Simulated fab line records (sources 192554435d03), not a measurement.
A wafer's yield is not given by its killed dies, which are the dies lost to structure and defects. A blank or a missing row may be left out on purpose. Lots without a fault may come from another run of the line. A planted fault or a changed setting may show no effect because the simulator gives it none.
Code-filled problem report in 8D (eight disciplines) form + flow n5Finfet + the parts of the form that need people (team, actions taken, sign-off) are left out

1. THE ISSUE
RC_P at N5_BEOL_M4_RC_MEAS_101 reads a mean of 40.0 ohm.um on 5 wafers of 2 lots; wafers without a fault read 19.3 ohm.um with a standard deviation of 0.43. That puts it +48 standard deviations away from the usual mean.
Seen first at day 12 22:01 on prober-01, wafer L461.3. Wafers with a number at this step in the record: 29, from 10 lots. The rule behind "out" and "out of limits": a value lying over 4 standard deviations away from the usual mean. The other wafers with a number count as sound.

2. WHAT IT IS, AND WHAT IT ISN'T
| question                    | is                                                 | is not                                                                    |
|-----------------------------|----------------------------------------------------|---------------------------------------------------------------------------|
| which readings at this step | RC_P, RC_DENSE_N, RC_DENSE_P, RC_N, REXT_N, REXT_P | DIBL_P, IOFF_N, IOFF_P, SS_N, SS_P, VT_N, VT_P                            |
| which lots                  | L461, L462                                         | L444, L449, L452, L456, L457, L459, L466, L467                            |
| which wafers of those lots  | all that have a number                             | -                                                                         |
| read on which gauges        | prober-01                                          | prober-02                                                                 |
| when                        | from day 12 22:01                                  | up to then (18 sound wafers); but 6 sound wafers of L466, L467 came after |

3. WHAT RULES OUT EACH SUSPECT
Counting: a tool at any process step up to the reading remains a suspect when it ran all the lots that are out and ran no sound lot after the first of those.
- the gauge at N5_BEOL_M4_RC_MEAS_101: kept. All the wafers that are out were read on prober-01, and no step on other tools shows them out.
- implanter-02 at N5_MOL_CONTACT_COAG_IMPLANT_129: ruled out as a lasting fault. After its first lot that is out, L461 (day 9 02:58), sound lots L467 ran on it.
Left after counting: prober-01 at N5_BEOL_M4_RC_MEAS_101.

4. THE CAUSE (what the simulator had put in)
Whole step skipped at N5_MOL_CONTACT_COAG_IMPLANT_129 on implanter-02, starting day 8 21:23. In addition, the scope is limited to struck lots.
Counting ruled it out, wrongly: the rule takes a fault to strike every lot that its tool runs from its start on, and this one did not.

5. THE EFFECT CHAIN, in route order
Each row: a reading where the mean over the struck wafers with a number is more than 3 standard deviations away from the usual. Readings are gone through only where the record gives a usual standard deviation; hours: the median, over the lots, of the time from a lot's start at the first step in this table giving one to that lot's start at this step; sigmas: the change measured in usual standard deviations.
| hours | step                   | reading    | usual        | on struck wafers | change | sigmas |
|-------|------------------------|------------|--------------|------------------|--------|--------|
| 0     | N5_BEOL_M4_RC_MEAS_101 | RC_DENSE_N | 19.0 ohm.um  | 38.8             | +19.8  | +42    |
| 0     | N5_BEOL_M4_RC_MEAS_101 | RC_DENSE_P | 23.7 ohm.um  | 49.0             | +25.3  | +48    |
| 0     | N5_BEOL_M4_RC_MEAS_101 | RC_N       | 15.4 ohm.um  | 31.8             | +16.4  | +43    |
| 0     | N5_BEOL_M4_RC_MEAS_101 | RC_P       | 19.3 ohm.um  | 40.0             | +20.7  | +48    |
| 0     | N5_BEOL_M4_RC_MEAS_101 | REXT_N     | 75.2 ohm.um  | 89.6             | +14.4  | +7.6   |
| 0     | N5_BEOL_M4_RC_MEAS_101 | REXT_P     | 100.9 ohm.um | 119.0            | +18.1  | +6.7   |
Readings that are blank on the struck wafers while sound wafers have them: beamEnergyKeV at N5_MOL_CONTACT_COAG_IMPLANT_129; beamOnS at N5_MOL_CONTACT_COAG_IMPLANT_129.

6. WHAT WOULD HAVE CAUGHT IT SOONER
In this record the first reading out of limits at a measuring or inspecting step was taken at day 12 22:01, 97 hours after the fault began at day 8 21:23.
At N5_MOL_CONTACT_COAG_IMPLANT_129 the tool's readings are blank on the struck wafers, where sound wafers have them: an empty tool record is the first sign, and it was there at once.
